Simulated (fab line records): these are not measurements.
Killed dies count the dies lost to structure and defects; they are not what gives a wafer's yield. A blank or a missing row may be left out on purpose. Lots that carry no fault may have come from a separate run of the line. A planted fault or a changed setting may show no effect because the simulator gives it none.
Split-lot study | flow n5Finfet | 7 lots, 21 wafers read, on a route of 1938 steps

THE SPLIT
At N5_BEOL_M12_ILD_DEP_00 (deposits SiOC from DEMS/O2, target thk 658.92 nm, time 130.7 s), the setting timeS was moved away from the recipe's 130.7 s on 5 of the 21 wafers read, by -12.3% to +12.1%. This setting was run at the recipe's value on the other wafers.

There is no step in the file separating the split from the reading.

THE READING
M12_ILD_THK in nanometres, read at N5_BEOL_M12_THK_MEAS_01. Typical for fault-free wafers on this fab line: 658 nm, with standard deviation 7.3 nm.

wafer  | tool, chamber at the split | timeS as run, s | against the recipe | M12_ILD_THK, nm | against lot-mates on the recipe
L075.1 | pecvd-04, 2                | 146.5           | +12.1%             | 730             | +70
L075.3 | pecvd-04, 2                | 130.7           | recipe             | 660             | -
L075.4 | pecvd-04, 1                | 130.7           | recipe             | 660             | -
L077.1 | pecvd-04, 0                | 130.7           | recipe             | 655             | -
L077.2 | pecvd-04, 2                | 130.7           | recipe             | 652             | -
L077.6 | pecvd-04, 2                | 130.7           | recipe             | 668             | -
L083.3 | pecvd-01, 2                | 114.6           | -12.3%             | 583             | -85
L083.4 | pecvd-01, 1                | 114.6           | -12.3%             | 580             | -88
L083.6 | pecvd-01, 0                | 130.7           | recipe             | 668             | -
L090.1 | pecvd-04, 2                | 130.7           | recipe             | 657             | -
L090.4 | pecvd-04, 0                | 130.7           | recipe             | 668             | -
L090.5 | pecvd-04, 2                | 130.7           | recipe             | 667             | -
L091.1 | pecvd-04, 1                | 118.3           | -9.5%              | 582             | -71
L091.4 | pecvd-04, 0                | 130.7           | recipe             | 653             | -
L091.5 | pecvd-04, 1                | 118.3           | -9.5%              | 602             | -51
L094.3 | pecvd-02, 1                | 130.7           | recipe             | 649             | -
L094.5 | pecvd-02, 2                | 130.7           | recipe             | 652             | -
L094.6 | pecvd-02, 0                | 130.7           | recipe             | 655             | -
L095.2 | pecvd-02, 0                | 130.7           | recipe             | 656             | -
L095.4 | pecvd-02, 2                | 130.7           | recipe             | 661             | -
L095.6 | pecvd-02, 1                | 130.7           | recipe             | 660             | -

FIT RESULTS
A straight line over all 21 wafers: M12_ILD_THK changes by +6.37 nm for each +1% of timeS; r = +0.98; the points scatter about the line by 6.9 nm.
The same after taking each lot's own level away (the mean of its wafers on the recipe; 21 wafers): +6.52 nm for each +1%; r = +0.99; scatter 5.6 nm.
On that fit, the largest move of timeS shifts the reading by 80 nm.
The span of the lots' own levels, 652.0 to 668.0 nm, comes to 2.2 times the standard deviation stated above.
Consequently the slope shifts little with the lot-to-lot level, the two slopes agreeing.
Check: with one of the wafers moved furthest among these (-12.3%) left out of the fit, the line predicts -80 nm for it against its lot-mates. Against them it came out at -85 nm.

THE WHOLE CHAIN: every reading that the file lists as answering this split, in the file's order
step                    | what it does                                                   | reading                                                                            | change (the file's fit)              | r (the file's)
N5_BEOL_M12_ILD_DEP_00  | deposits SiOC from DEMS/O2, target thk 658.92 nm, time 130.7 s | SiOC_of_BEOL_M12_ILD_DEP_00.thkNm (the simulator's own value, which no gauge read) | +6.38 nm for each +1% of the setting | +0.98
N5_BEOL_M12_THK_MEAS_01 |                                                                | M12_ILD_THK                                                                        | +6.42 for each +1% of the setting    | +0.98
N5_BEOL_M12_VIA_ETCH_16 | etches SiOC in C4F8/O2/Ar, target depth 724.8 nm               | etch.depthNm (the simulator's own value, which no gauge read)                      | +6.39 nm for each +1% of the setting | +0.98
N5_BEOL_M12_VIA_ETCH_16 | etches SiOC in C4F8/O2/Ar, target depth 724.8 nm               | coat_of_BEOL_M12_COAT_04.thkNm (the simulator's own value, which no gauge read)    | -1.83 nm for each +1% of the setting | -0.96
N5_BEOL_M12_STRIP_63    | strips in N2/H2                                                | stripTimeToEndpointS                                                               | withheld for each +1% of the setting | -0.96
N5_BEOL_M12_ETCH_38     | etches SiCN in CF4/N2, target depth 68.7 nm, time 73.4 s       | SiOC_of_BEOL_M12_ILD_DEP_00.thkNm (the simulator's own value, which no gauge read) | +6.34 nm for each +1% of the setting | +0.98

FILE'S OWN FIT
M12_ILD_THK changes by +6.42 nm for each +1% of timeS, r = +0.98.
